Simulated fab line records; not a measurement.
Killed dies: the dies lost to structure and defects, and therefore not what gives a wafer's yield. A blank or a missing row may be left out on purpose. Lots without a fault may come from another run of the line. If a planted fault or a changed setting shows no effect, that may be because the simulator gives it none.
fab line records    flow nand-harc
record: lots: 13  wafers: 39  last-day: 24
route steps=1159 shown A_CHANNEL_HOLE_D1@450 A_M1@1058 A_BONDPAD@1061 END@1159
lots that met no fault: from a run of the same line without faults
start-h: hours from the record's opening day to when the first of the lot's shown wafers began    wait-h: hours from the lot's prior step to this one    " as in the row above    L1.1+2: several wafers, shown together as one row    - no value present, or no start provided    * or withheld: withheld    < > ~ a bound
route shown NAME@n: NAME is a module with steps in the file, n the number in the route of the first one    usual: the fault-free wafers' mean and standard deviation    same: alike in all rows    chamber/n: place in a boat    sites: each site's reading    _std_site: standard deviation across them    _edge_site: outer sites' mean less inner sites'    radius-mm: how far each site lies from the wafer's centre    mask NAME#n: copy n    behind: the last tool/chamber to shape the wafer    hold: cause of the lot's hold/its duration in hours/its outcome    device: transistor that didn't switch, given as n, p or np    end of line: at the end of the route, the tests of the same wafers    for a step that has no rows: nothing shown but its recipe    killed: dies lost to structure and defects at the first sort, not the wafer's yield    map: per-die view of a wafer (x killed, . not killed, _ where there is no die)
set.NAME: the setting the step ran with; set.NAME@STEP: the setting that earlier step ran with    model.NAME: the simulator's own value behind a step, which no gauge read
steps of the route over a sample of lots; a table a step, a row a wafer
services: a tool's chamber out of use, with start hour (start-h, from the record's first day; less than 0 if before it), hours out, and reason
== steps ==
step: NHARC_A_CHANNEL_HOLE_D1_DEP_00
recipe: target-thk-a: 31000  temp-c: 400  material: aC
usual: throttle-valve-pct: 35.000/0.0089
lot.wafer  tool        chamber  start-h  wait-h  throttle-valve-pct
L365.2     acl-dep-01  0        185.22   0.4     34.997
L365.3     "           0        "        "       34.989
L365.5     "           0        "        "       35.001
L366.2     acl-dep-02  0        185.23   0.4     34.993
L366.5     "           0        "        "       35.018
L366.6     "           0        "        "       35.005
L368.2     acl-dep-03  0        185.37   0.4     35.010
L368.3     "           0        "        "       35.006
L368.4     "           0        "        "       35.003
L372.2     acl-dep-01  0        210.63   0.4     35.015
L372.3     "           0        "        "       35.008
L372.5     "           0        "        "       35.002
L373.2     acl-dep-02  0        220.01   0.4     34.998
L373.3     "           0        "        "       34.999
L373.5     "           0        "        "       34.997
L374.2     acl-dep-02  0        233.76   5.1     35.008
L374.3     "           0        "        "       35.009
L374.4     "           0        "        "       35.001
L378.2     acl-dep-03  0        250.36   0.8     35.013
L378.3     "           0        "        "       35.012
L378.5     "           0        "        "       35.015
L379.4     acl-dep-01  0        250.59   1.1     35.006
L379.5     "           0        "        "       35.013
L379.6     "           0        "        "       35.003
L382.2     acl-dep-03  0        277.33   2.8     35.002
L382.5     "           0        "        "       35.002
L382.6     "           0        "        "       35.003
L384.3     acl-dep-01  0        283.11   2.0     34.999
L384.5     "           0        "        "       34.985
L384.6     "           0        "        "       35.010
L388.1     acl-dep-01  0        306.19   4.7     34.996
L388.2     "           0        "        "       35.008
L388.4     "           0        "        "       35.001
L386.1     acl-dep-03  0        307.79   6.0     34.997
L386.2     "           0        "        "       34.982
L386.5     "           0        "        "       34.987
L387.2     acl-dep-02  0        309.49   4.5     34.991
L387.3     "           0        "        "       34.989
L387.6     "           0        "        "       34.992
step: NHARC_A_M1_DEP_33
recipe: target-thk-a: 300  temp-c: 370  target-thk-nm: 30  pressure-torr: 3  flow-sccm: 200  rf-w: 450  material: SiCN
usual: chamber-pressure-Torr: 3.000/0.0062  heater-power-w: 574/90
lot.wafer  tool      chamber  start-h  wait-h  chamber-pressure-Torr  heater-power-w
L365.2     pecvd-02  1        420.94   0.1     2.995                  654
L365.3     "         2        "        "       3.004                  626
L365.5     "         2        "        "       2.989                  626
L366.2     pecvd-04  0        422.82   0.1     3.003                  423
L366.5     "         0        "        "       3.005                  421
L366.6     "         1        "        "       3.008                  628
L368.3     pecvd-02  2        423.07   0.1     3.000                  651
L368.2     "         0        "        "       2.995                  696
L368.4     "         0        "        "       3.001                  669
L372.2     pecvd-01  0        444.40   0.1     3.007                  573
L372.3     "         1        "        "       3.006                  508
L372.5     "         0        "        "       2.994                  581
L374.3     pecvd-01  2        460.99   0.1     3.007                  519
L374.2     "         0        "        "       3.004                  568
L374.4     "         0        "        "       2.997                  576
L373.2     pecvd-01  2        461.64   0.1     3.013                  483
L373.3     "         0        "        "       2.984                  618
L373.5     "         2        "        "       3.010                  491
L379.4     pecvd-02  2        476.00   0.2     3.004                  575
L379.5     "         0        "        "       2.998                  764
L379.6     "         1        "        "       3.000                  623
L378.2     pecvd-01  2        495.09   0.1     2.988                  493
L378.3     "         1        "        "       2.999                  498
L378.5     "         2        "        "       3.003                  479
L382.2     pecvd-04  2        516.17   0.1     3.001                  683
L382.5     "         2        "        "       2.996                  663
L382.6     "         0        "        "       2.999                  497
L384.3     pecvd-01  0        537.71   0.1     2.986                  619
L384.5     "         0        "        "       2.978                  618
L384.6     "         1        "        "       2.999                  458
L387.3     pecvd-02  2        542.57   0.1     3.010                  530
L387.2     "         0        "        "       3.006                  724
L387.6     "         0        "        "       2.998                  731
L388.1     pecvd-01  1        543.38   0.1     2.998                  506
L388.2     "         2        "        "       2.998                  496
L388.4     "         1        "        "       3.001                  514
L386.2     pecvd-04  2        543.50   0.1     3.004                  649
L386.1     "         0        "        "       3.006                  476
L386.5     "         2        "        "       3.000                  664
step: NHARC_A_BONDPAD_THK_MEAS_30
recipe: thk-meas-gauge: ellipsometry
usual: thk-nm: 199.8/1.3
lot.wafer  tool           chamber  start-h  wait-h  thk-nm
L365.2     film-metro-02  -        422.74   0.2     198.2
L365.3     "              -        "        "       201.7
L365.5     "              -        "        "       200.6
L368.2     film-metro-01  -        424.51   0.2     198.5
L368.3     "              -        "        "       201.2
L368.4     "              -        "        "       200.5
L366.2     film-metro-02  -        424.53   0.2     199.3
L366.5     "              -        "        "       200.9
L366.6     "              -        "        "       201.9
L372.2     film-metro-02  -        445.70   0.2     199.3
L372.3     "              -        "        "       199.5
L372.5     "              -        "        "       200.2
L374.2     film-metro-02  -        462.15   0.2     199.1
L374.3     "              -        "        "       198.4
L374.4     "              -        "        "       201.2
L373.2     film-metro-02  -        462.82   0.2     201.0
L373.3     "              -        "        "       201.0
L373.5     "              -        "        "       196.8
L379.4     film-metro-02  -        477.10   0.2     201.4
L379.5     "              -        "        "       198.2
L379.6     "              -        "        "       201.2
L378.2     film-metro-01  -        496.30   0.2     198.5
L378.3     "              -        "        "       198.0
L378.5     "              -        "        "       198.0
L382.2     film-metro-02  -        517.34   0.2     198.3
L382.5     "              -        "        "       200.0
L382.6     "              -        "        "       199.5
L384.3     film-metro-02  -        538.88   0.2     200.8
L384.5     "              -        "        "       199.9
L384.6     "              -        "        "       202.2
L387.2     film-metro-02  -        543.74   0.2     198.1
L387.3     "              -        "        "       199.1
L387.6     "              -        "        "       199.9
L388.1     film-metro-02  -        544.55   0.1     199.9
L388.2     "              -        "        "       201.6
L388.4     "              -        "        "       198.6
L386.1     film-metro-02  -        544.71   0.1     201.6
L386.2     "              -        "        "       200.9
L386.5     "              -        "        "       200.0
step: NHARC_A_BONDPAD_DESCUM_11
recipe: time-s: 3  o2-flow-sccm: 200  ar-flow-sccm: 0  bias-power-w: 0  chemistry: O2
usual: chamber-pressure-mTorr: 60.00/0.055  drypump-motor-current-A: 5.6/0.39  oes-product-au: 0.999/0.008  rf-vpp-V: 57.8/0.77  showerhead-plenum-p-Torr: 1.87/0.083  throttle-valve-pct: 11.311/0.0091
lot.wafer  tool         chamber  start-h  wait-h  chamber-pressure-mTorr  drypump-motor-current-A  oes-product-au  rf-hours-counter-h  rf-vpp-V  showerhead-plenum-p-Torr  throttle-valve-pct
L365.3     rie-diel-09  0        423.41   -       59.95                   5.8                      1.003           5                   57.5      1.88                      11.303
L365.2     "            1        "        "       60.02                   5.9                      0.987           6                   57.3      2.01                      11.309
L365.5     "            2        "        "       60.09                   5.6                      0.993           -                   59.1      1.83                      11.299
L368.2     rie-diel-04  1        425.29   -       59.98                   5.3                      1.006           21                  57.1      1.82                      11.301
L368.4     "            2        "        "       60.04                   5.2                      1.000           23                  58.0      2.00                      11.294
L368.3     "            0        "        "       59.97                   6.4                      1.007           19                  58.4      1.93                      11.320
L366.2     rie-diel-02  2        425.36   -       59.97                   5.3                      1.006           38                  58.1      1.87                      11.330
L366.5     "            3        "        "       59.98                   6.4                      1.011           -                   58.2      1.77                      11.312
L366.6     "            0        "        "       59.93                   5.7                      1.011           -                   56.5      1.78                      11.304
L372.3     rie-diel-09  1        446.41   -       59.96                   5.9                      0.998           0                   58.1      2.01                      11.316
L372.2     "            2        "        "       60.04                   5.6                      0.990           0                   56.9      1.83                      11.302
L372.5     "            0        "        "       60.04                   5.8                      0.996           -                   58.4      1.88                      11.303
L374.2     rie-diel-09  3        462.84   -       59.99                   5.5                      1.012           0                   58.0      1.78                      11.321
L374.4     "            0        "        "       59.96                   5.8                      0.996           1                   57.6      1.88                      11.308
L374.3     "            1        "        "       60.04                   5.9                      0.990           1                   57.5      2.01                      11.302
L373.2     rie-diel-04  0        463.60   -       59.88                   6.4                      0.993           26                  58.8      1.92                      11.324
L373.3     "            1        "        "       59.99                   5.3                      1.005           28                  57.3      1.81                      11.314
L373.5     "            0        "        "       60.12                   6.4                      0.995           -                   56.8      1.92                      11.319
L379.4     rie-diel-09  2        477.76   -       60.01                   5.6                      0.996           1                   57.6      1.83                      11.327
L379.6     "            0        "        "       60.01                   5.8                      0.994           -                   58.7      1.88                      11.306
L379.5     "            1        "        "       59.99                   5.9                      1.001           -                   56.7      2.01                      11.301
L378.2     rie-diel-09  1        497.09   -       59.95                   5.9                      0.984           1                   59.3      2.01                      11.306
L378.3     "            2        "        "       59.89                   5.6                      0.991           1                   57.2      1.83                      11.311
L378.5     "            0        "        "       59.90                   5.8                      0.996           -                   58.1      1.88                      11.315
L382.2     rie-diel-09  3        518.13   -       60.12                   5.5                      1.000           2                   56.9      1.78                      11.322
L382.5     "            1        "        "       59.97                   5.9                      1.007           -                   57.3      2.01                      11.325
L382.6     "            2        "        "       60.04                   5.6                      0.999           -                   56.7      1.83                      11.312
L384.3     rie-diel-09  1        539.53   -       59.99                   5.9                      0.991           3                   57.7      2.01                      11.314
L384.6     "            1        "        "       59.99                   6.0                      1.006           -                   58.1      2.01                      11.311
L384.5     "            2        "        "       60.00                   5.6                      0.983           -                   57.0      1.83                      11.334
L387.2     rie-diel-09  2        544.51   -       59.92                   5.6                      0.979           3                   58.7      1.83                      11.324
L387.3     "            0        "        "       60.15                   5.8                      1.005           3                   57.1      1.88                      11.320
L387.6     "            3        "        "       59.94                   5.5                      0.998           -                   58.0      1.78                      11.310
L388.2     rie-diel-09  3        545.33   -       59.99                   5.4                      0.993           3                   58.2      1.78                      11.302
L388.4     "            1        "        "       59.97                   5.9                      0.997           3                   59.3      2.01                      11.319
L388.1     "            2        "        "       60.08                   5.6                      0.991           3                   57.1      1.83                      11.318
L386.1     rie-diel-04  1        545.51   -       60.03                   5.3                      1.001           15                  57.9      1.81                      11.305
L386.2     "            2        "        "       60.09                   5.2                      1.009           15                  58.5      1.99                      11.314
L386.5     "            3        "        "       59.98                   4.9                      1.013           -                   57.4      1.78                      11.303
step: NHARC_END_SORT_01
recipe: temp-c: 25
usual: killed-at-array: 29/12  killed-at-other: 0.7/1  killed-at-periphery: 4/3.2  killed-dies: 34/12  killed-open: 3.4/2  killed-short: 1.8/1.3
same: gross-dies: 677
lot.wafer  tool       chamber  start-h  wait-h  hold                      killed-at-array  killed-at-other  killed-at-periphery  killed-dies  killed-open  killed-short
L368.2     prober-01  0        456.41   2.8     -                         21               1                12                   34           6            3
L368.3     prober-01  0        457.21   3.1     -                         18               0                10                   28           1            2
L368.4     prober-01  0        458.01   3.4     -                         20               0                14                   34           3            0
L365.2     prober-01  0        464.18   2.8     -                         8                0                6                    14           1            0
L365.3     prober-01  0        464.98   3.1     -                         10               0                4                    14           0            2
L365.5     prober-01  0        466.57   3.7     -                         13               0                6                    19           5            3
L372.2     prober-01  0        482.21   2.8     -                         25               1                1                    27           4            2
L372.3     prober-01  0        483.00   3.1     -                         27               1                2                    30           4            4
L372.5     prober-01  0        484.58   3.7     -                         21               0                3                    24           7            2
L374.2     prober-02  0        490.36   2.8     await-dispo/3.7h/release  30               0                2                    32           0            1
L374.3     prober-02  0        491.17   3.1     await-dispo/3.7h/release  82               0                0                    82           2            1
L374.4     prober-02  0        491.98   3.4     await-dispo/3.7h/release  27               0                1                    28           2            1
L373.2     prober-02  0        498.22   2.8     await-dispo/3.7h/release  22               0                5                    27           3            4
L373.3     prober-02  0        499.02   3.1     await-dispo/3.7h/release  120              0                3                    123          0            2
L373.5     prober-02  0        500.61   3.7     await-dispo/3.7h/release  115              0                6                    121          1            1
L379.4     prober-01  0        507.43   3.4     -                         22               1                2                    25           5            0
L379.5     prober-01  0        508.22   3.7     -                         31               1                2                    34           4            2
L379.6     prober-01  0        509.01   3.9     -                         32               0                2                    34           2            3
L378.2     prober-02  0        530.92   2.8     -                         38               0                3                    41           2            3
L378.3     prober-02  0        531.72   3.1     -                         35               1                3                    39           3            1
L378.5     prober-02  0        533.32   3.7     -                         44               0                1                    45           3            4
L382.2     prober-01  0        545.33   2.8     -                         46               0                6                    52           5            1
L382.5     prober-01  0        547.71   3.7     -                         28               0                8                    36           1            1
L382.6     prober-01  0        548.51   4.0     -                         39               0                6                    45           1            2
L384.3     prober-02  0        575.53   3.1     -                         48               3                2                    53           8            1
L384.5     prober-02  0        577.12   3.7     -                         43               1                3                    47           7            0
L384.6     prober-02  0        577.92   4.0     -                         70               2                1                    73           3            2
killed by level:class
L368.2 A_SLIT:chamber-film-flake=12 P_GATE:chamber-film-flake=3 A_CHANNEL_FILL_D1:geometric-particle:open=2 A_CONTACT:geometric-particle:open=2 P_ZERO_WELL:chamber-film-flake=2 P_STI:chamber-film-flake=2 P_M1:chamber-film-flake=2 P_BONDPAD:chamber-film-flake=2
L368.3 A_SLIT:chamber-film-flake=15 P_BONDPAD:chamber-film-flake=4 P_ZERO_WELL:chamber-film-flake=2 P_GATE:chamber-film-flake=2 P_M0:geometric-particle:open=1 P_M1:geometric-particle:short=1 A_WL_FILL:geometric-particle:short=1 A_STAIRCASE:chamber-film-flake=1
L368.4 A_SLIT:chamber-film-flake=8 A_CHANNEL_HOLE_D1:chamber-film-flake=5 P_STI:chamber-film-flake=4 P_M1:chamber-film-flake=3 P_BONDPAD:chamber-film-flake=3 P_GATE:chamber-film-flake=2 A_ZERO_WELL:chamber-film-flake=2 A_STAIRCASE:chamber-film-flake=2
L365.2 A_WL_FILL:chamber-film-flake=3 P_ZERO_WELL:chamber-film-flake=2 P_STI:chamber-film-flake=2 P_GATE:geometric-particle:open=1 P_GATE:chamber-film-flake=1 A_ZERO_WELL:chamber-film-flake=1 A_CHANNEL_FILL_D1:chamber-film-flake=1 A_STAIRCASE:chamber-film-flake=1
L365.3 A_M1:chamber-film-flake=3 P_ZERO_WELL:chamber-film-flake=2 A_SGD_CUT:chamber-film-flake=2 A_WL_FILL:chamber-film-flake=2 P_STI:geometric-particle:short=1 A_CONTACT:geometric-particle:short=1 P_STI:chamber-film-flake=1 A_CHANNEL_HOLE_D1:chamber-film-flake=1
L365.5 A_CHANNEL_FILL_D1:geometric-particle:short=2 A_CONTACT:geometric-particle:open=2 P_STI:chamber-film-flake=2 A_CHANNEL_HOLE_D1:chamber-film-flake=2 A_M1:chamber-film-flake=2 P_GATE:geometric-particle:short=1 P_M0:geometric-particle:open=1 A_CHANNEL_HOLE_D1:geometric-particle:open=1
L372.2 A_CHANNEL_HOLE_D1:chamber-film-flake=13 A_ONON_D1:geometric-particle:open=2 A_STAIRCASE:chamber-film-flake=2 A_CONTACT:chamber-film-flake=2 A_BONDPAD:chamber-film-flake=2 A_CHANNEL_FILL_D1:geometric-particle:open=1 A_WL_FILL:geometric-particle:short=1 A_BLC:geometric-particle:short=1
L372.3 A_CHANNEL_HOLE_D1:chamber-film-flake=13 A_STAIRCASE:chamber-film-flake=5 P_CONTACT:geometric-particle:short=1 P_M0:geometric-particle:open=1 A_ONON_D1:geometric-particle:short=1 A_WL_FILL:geometric-particle:short=1 A_WL_FILL:geometric-particle:open=1 A_CONTACT:geometric-particle:open=1
L372.5 A_CHANNEL_HOLE_D1:chamber-film-flake=10 A_WL_FILL:chamber-film-flake=3 A_WL_FILL:geometric-particle:short=2 A_CONTACT:geometric-particle:open=2 P_CONTACT:geometric-particle:open=1 P_M0:geometric-particle:open=1 A_SOURCE_PLATE:geometric-particle:open=1 A_ONON_D1:geometric-particle:open=1
L374.2 A_SLIT:chamber-film-flake=17 A_CHANNEL_HOLE_D1:chamber-film-flake=5 A_CONTACT:chamber-film-flake=3 P_BONDPAD:chamber-film-flake=2 A_CHANNEL_FILL_D1:chamber-film-flake=2 A_STAIRCASE:chamber-film-flake=2 A_WL_FILL:geometric-particle:short=1
L374.3 A_CHANNEL_HOLE_D1:area-dep=58 A_SLIT:chamber-film-flake=13 A_CHANNEL_HOLE_D1:chamber-film-flake=3 A_CHANNEL_FILL_D1:chamber-film-flake=2 A_CONTACT:chamber-film-flake=2 A_SGD_CUT:geometric-particle:open=1 A_CONTACT:geometric-particle:open=1 A_M1:geometric-particle:short=1
L374.4 A_SLIT:chamber-film-flake=16 A_CHANNEL_HOLE_D1:chamber-film-flake=4 A_STAIRCASE:chamber-film-flake=3 A_CONTACT:chamber-film-flake=2 P_M1:geometric-particle:open=1 A_WL_FILL:geometric-particle:short=1 A_WL_FILL:geometric-particle:open=1
L373.2 A_CHANNEL_HOLE_D1:chamber-film-flake=9 P_ZERO_WELL:chamber-film-flake=3 A_STAIRCASE:chamber-film-flake=3 A_CHANNEL_FILL_D1:chamber-film-flake=2 A_WL_FILL:chamber-film-flake=2 P_GATE:geometric-particle:short=1 P_M0:geometric-particle:open=1 A_CHANNEL_FILL_D1:geometric-particle:short=1
L373.3 A_CHANNEL_HOLE_D1:area-dep=100 A_CHANNEL_HOLE_D1:chamber-film-flake=16 A_STAIRCASE:chamber-film-flake=2 A_ONON_D1:geometric-particle:short=1 A_M0:geometric-particle:short=1 P_ZERO_WELL:chamber-film-flake=1 P_STI:chamber-film-flake=1 P_GATE:chamber-film-flake=1
L373.5 A_CHANNEL_HOLE_D1:area-dep=99 A_CHANNEL_HOLE_D1:chamber-film-flake=13 P_GATE:chamber-film-flake=3 P_ZERO_WELL:chamber-film-flake=2 P_M1:geometric-particle:short=1 A_CONTACT:geometric-particle:open=1 A_WL_FILL:chamber-film-flake=1 A_CONTACT:chamber-film-flake=1
L379.4 A_SLIT:chamber-film-flake=9 A_CHANNEL_HOLE_D1:chamber-film-flake=5 A_STAIRCASE:chamber-film-flake=3 P_CONTACT:geometric-particle:open=1 P_M2:geometric-particle:open=1 A_ONON_D1:geometric-particle:open=1 A_CHANNEL_FILL_D1:geometric-particle:open=1 A_CONTACT:geometric-particle:open=1
L379.5 A_SLIT:chamber-film-flake=14 A_CHANNEL_HOLE_D1:chamber-film-flake=7 A_CONTACT:chamber-film-flake=3 A_STAIRCASE:chamber-film-flake=2 P_M2:geometric-particle:open=1 A_ONON_D1:geometric-particle:open=1 A_STAIRCASE:geometric-particle:open=1 A_WL_FILL:geometric-particle:open=1
L379.6 A_SLIT:chamber-film-flake=14 A_CHANNEL_HOLE_D1:chamber-film-flake=6 A_STAIRCASE:chamber-film-flake=4 A_CONTACT:chamber-film-flake=3 P_GATE:geometric-particle:short=1 P_CONTACT:geometric-particle:short=1 A_WL_FILL:geometric-particle:short=1 A_BLC:geometric-particle:open=1
L378.2 A_SLIT:chamber-film-flake=15 A_CHANNEL_HOLE_D1:chamber-film-flake=14 A_STAIRCASE:chamber-film-flake=3 A_M1:chamber-film-flake=2 P_M0:geometric-particle:short=1 A_CHANNEL_FILL_D1:geometric-particle:open=1 A_STAIRCASE:geometric-particle:short=1 A_SGD_CUT:geometric-particle:short=1
L378.3 A_SLIT:chamber-film-flake=16 A_CHANNEL_HOLE_D1:chamber-film-flake=14 A_STAIRCASE:chamber-film-flake=2 P_CONTACT:geometric-particle:open=1 P_M0:geometric-particle:open=1 A_ONON_D1:geometric-particle:open=1 A_WL_FILL:geometric-particle:short=1 P_GATE:chamber-film-flake=1
L378.5 A_SLIT:chamber-film-flake=16 A_CHANNEL_HOLE_D1:chamber-film-flake=12 A_M1:chamber-film-flake=4 A_STAIRCASE:chamber-film-flake=3 A_WL_FILL:geometric-particle:short=2 A_CONTACT:geometric-particle:open=2 A_CONTACT:chamber-film-flake=2 P_M0:geometric-particle:short=1
L382.2 A_SLIT:chamber-film-flake=17 A_CHANNEL_HOLE_D1:chamber-film-flake=14 A_CONTACT:chamber-film-flake=4 P_M1:chamber-film-flake=3 A_STAIRCASE:chamber-film-flake=3 P_CONTACT:chamber-film-flake=2 A_WL_FILL:chamber-film-flake=2 A_SGD_CUT:geometric-particle:open=1
L382.5 A_SLIT:chamber-film-flake=14 A_CHANNEL_HOLE_D1:chamber-film-flake=10 P_GATE:chamber-film-flake=3 A_CONTACT:chamber-film-flake=3 P_M1:chamber-film-flake=2 P_M1:geometric-particle:open=1 P_M1:geometric-particle:short=1 P_CONTACT:chamber-film-flake=1
L382.6 A_CHANNEL_HOLE_D1:chamber-film-flake=15 A_SLIT:chamber-film-flake=14 A_CONTACT:chamber-film-flake=6 P_STI:chamber-film-flake=2 P_M1:chamber-film-flake=2 A_STAIRCASE:chamber-film-flake=2 P_CONTACT:geometric-particle:open=1 A_SLIT:geometric-particle:short=1
L384.3 A_CHANNEL_HOLE_D1:chamber-film-flake=14 A_SLIT:chamber-film-flake=13 A_STAIRCASE:chamber-film-flake=11 A_CONTACT:geometric-particle:open=3 THIN_TSV:chamber-film-flake=3 A_CHANNEL_HOLE_D1:geometric-particle:open=2 P_STI:geometric-particle:open=1 P_GATE:geometric-particle:open=1
L384.5 A_SLIT:chamber-film-flake=19 A_CHANNEL_HOLE_D1:chamber-film-flake=12 A_STAIRCASE:chamber-film-flake=5 P_GATE:geometric-particle:open=2 A_CONTACT:geometric-particle:open=2 A_M0:geometric-particle:open=2 A_CONTACT:chamber-film-flake=2 P_M0:geometric-particle:open=1
L384.6 A_CHANNEL_HOLE_D1:chamber-film-flake=31 A_SLIT:chamber-film-flake=20 A_STAIRCASE:chamber-film-flake=11 A_M0:geometric-particle:short=2 A_CONTACT:chamber-film-flake=2 THIN_TSV:chamber-film-flake=2 P_GATE:geometric-particle:open=1 A_SOURCE_PLATE:geometric-particle:open=1
== services ==
tool         chamber  start-h  hours  kind
acl-dep-02   -        167.16   13.0   pm
rie-diel-09  0        168.54   1.2    repair
pecvd-04     -        172.91   1.1    repair
rie-diel-04  1        181.25   4.5    repair
rie-diel-04  1        188.07   9.5    repair
acl-dep-03   -        223.18   13.0   pm
pecvd-01     -        237.00   13.0   pm
rie-diel-09  -        254.10   9.0    pm
acl-dep-01   -        257.96   11.6   repair
rie-diel-09  0        275.28   1.2    repair
acl-dep-01   -        293.19   13.0   pm
rie-diel-09  0        318.71   3.8    repair
pecvd-02     -        334.40   13.0   pm
acl-dep-02   -        349.68   13.0   pm
rie-diel-09  3        402.09   15.4   repair
acl-dep-03   -        406.04   13.0   pm
pecvd-01     -        418.00   13.0   pm
rie-diel-09  -        431.10   9.0    pm
pecvd-01     2        432.73   13.6   repair
pecvd-02     1        448.29   5.9    repair
acl-dep-01   -        474.19   13.0   pm
pecvd-02     -        515.40   13.0   pm
acl-dep-02   -        531.54   13.0   pm
pecvd-02     -        535.58   0.5    repair
== key ==
first-sign: step: NHARC_END_SORT_01  reading: killed-dies  direction: up  sigmas: 6.4  usual: 34  struck: 109
effect: step: NHARC_END_SORT_01  reading: killed-at-array  direction: up  sigmas: 6.3  usual: 29  struck: 106
more-kills-born-at: NHARC_A_CHANNEL_HOLE_D1_DEP_00@acl-dep-02: 257
met-at NHARC_A_CHANNEL_HOLE_D1_DEP_00
struck-lots L373,L374
struck-wafers L373.3,L373.5,L374.3
tester-left-out L373,L374
not-acting-at NHARC_A_M1_DEP_33,NHARC_A_BONDPAD_THK_MEAS_30,NHARC_A_BONDPAD_DESCUM_11
onset-between 185.23 220.01
fault: kind: process-parameter-drift  tool: acl-dep-02  chamber: -  onset-h: 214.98  steps: NHARC_A_CHANNEL_HOLE_D1_DEP_00  channel: target-thk-a  offset: *  shape: step  end-h: 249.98  scope: struck-wafers-only  acts-in: *  stated: *
tester-left-out: of these lots the tester's yield and bins aren't shown, on N5 and GAA mostly nor the transistor test; their killed dies are dies lost to structure and defects alone, not to doping, threshold or leakage, so they don't give the yield
